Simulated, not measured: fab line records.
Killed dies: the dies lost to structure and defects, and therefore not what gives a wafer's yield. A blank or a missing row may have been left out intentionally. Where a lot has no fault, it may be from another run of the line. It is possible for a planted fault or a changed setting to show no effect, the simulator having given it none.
Problem report, 8D (eight disciplines) form, completed by code    flow nand harc    the parts of the form that need people (team, actions taken, sign-off) are left out

== 1. PROBLEM STATEMENT ==
Mean of raw defect count at NHARC_A_CHANNEL_HOLE_D1_INSPECT_40: 830 across 2 wafers in 2 lots; on wafers with no fault it is 57 (standard deviation 19). Measured from the usual mean, that is +41 standard deviations.
The first sign was on wafer L638.3 at day 13 10:08, on defect inspect-02. The record holds 33 wafers of 11 lots with a number at this step. The rule behind "out" and "out of limits": a value lying over 4 standard deviations away from the usual mean. Any other wafer with a number is counted as sound.

== 2. WHAT IT IS, AND WHAT IT ISN'T ==
question                     is                                    is not
which readings at this step  raw defect count                      -
which lots                   L638, L639                            L619, L620, L621, L622, L624, L625, L626, L627, L631
which wafers of those lots   L638.3, L639.6                        L638.2, L638.4, L639.3, L639.5
read on which gauges         defect inspect-01, defect inspect-02  -
when                         from day 13 10:08                     up to then (29 sound wafers); but 2 sound wafers of L639 came after

== 3. SUSPECTS, AND WHAT RULES EACH OUT ==
Counting: any tool at a process step up to the reading remains a suspect provided it ran every lot that is out. Sound lots after the first of them don't rule it out here, since some wafers of a struck lot are sound.
- ruled out: the gauge at NHARC_A_CHANNEL_HOLE_D1_INSPECT_40. 2 gauges (defect inspect-01, defect inspect-02) read the wafers that are out.
- rie diel-09 at NHARC_A_CHANNEL_HOLE_D1_ETCH_39 (etches the open film in N2/H2, target depth 260 nm, time 325 s): kept. It processed each lot that is out (first: L638, day 13 05:14); up to then, its last sound lot is L631 (day 11 11:13). NHARC_A_CHANNEL_HOLE_D1_ETCH_39 gives no start for some lots, so the hours and the order of its lots are those of NHARC_A_CHANNEL_HOLE_D1_ETCH_22.
- har etch-02 at NHARC_A_CHANNEL_HOLE_D1_ETCH_22 (etches the open film in C4F8/O2/Ar, time 666.7 s, target depth 1600 nm): kept. It processed each lot that is out (first: L638, day 13 05:14); up to then, its last sound lot is L631 (day 11 11:13).
- har etch-02 at NHARC_A_CHANNEL_HOLE_D1_ETCH_23 (etches the open film in C4F8/O2/Ar, time 819 s, target depth 1600 nm): kept. It processed each lot that is out (first: L638, day 13 05:50); up to then, its last sound lot is L631 (day 11 11:49).
- Within har etch-02 at NHARC_A_CHANNEL_HOLE_D1_ETCH_22, the wafers that are out were processed in chamber 0 and their sound lot-mates in chamber 1.
- Within har etch-02 at NHARC_A_CHANNEL_HOLE_D1_ETCH_23, the wafers that are out were processed in chamber 0 and their sound lot-mates in chamber 1.
Left after counting: rie diel-09 at NHARC_A_CHANNEL_HOLE_D1_ETCH_39, har etch-02 at NHARC_A_CHANNEL_HOLE_D1_ETCH_22, har etch-02 at NHARC_A_CHANNEL_HOLE_D1_ETCH_23.

== 4. THE CAUSE (what the simulator had put in) ==
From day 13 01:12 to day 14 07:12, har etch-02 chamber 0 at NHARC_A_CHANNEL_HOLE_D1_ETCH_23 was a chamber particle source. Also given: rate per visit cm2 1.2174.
After counting, 3 suspects remain, this tool included.

== 5. SEQUENCE OF EFFECTS, ordered by route ==
One row per reading whose mean, taken over the struck wafers that have a number, lies over 3 standard deviations from the usual. Only readings for which the record gives a usual standard deviation are gone through. hours: the time from each lot's start at the first step in this table that gives one to its start at this step, as a median over the lots. sigmas: the change in usual standard deviations.
hours  step                                reading           usual  on struck wafers  change  sigmas
0      NHARC_A_CHANNEL_HOLE_D1_INSPECT_40  raw defect count  57     830               +772    +41
260    NHARC_END_SORT_01                   killed at array   26     66                +40     +4.0
260    NHARC_END_SORT_01                   killed dies       29     72                +42     +3.9

== 6. HOW IT WOULD HAVE BEEN CAUGHT EARLIER ==
9 hours passed between the start of the fault at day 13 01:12 and the first reading out of limits at a measuring or inspecting step in this record, taken at day 13 10:08.
Of the tool readings at NHARC_A_CHANNEL_HOLE_D1_ETCH_23 for which the record gives a usual standard deviation, none was out on any struck wafer, so an alarm limit of 4 standard deviations on them would not have fired.
Lots out: 2; of these, L639 started NHARC_A_CHANNEL_HOLE_D1_ETCH_23 on har etch-02 after day 13 10:08. A tool hold placed at that time would have kept it from harm.
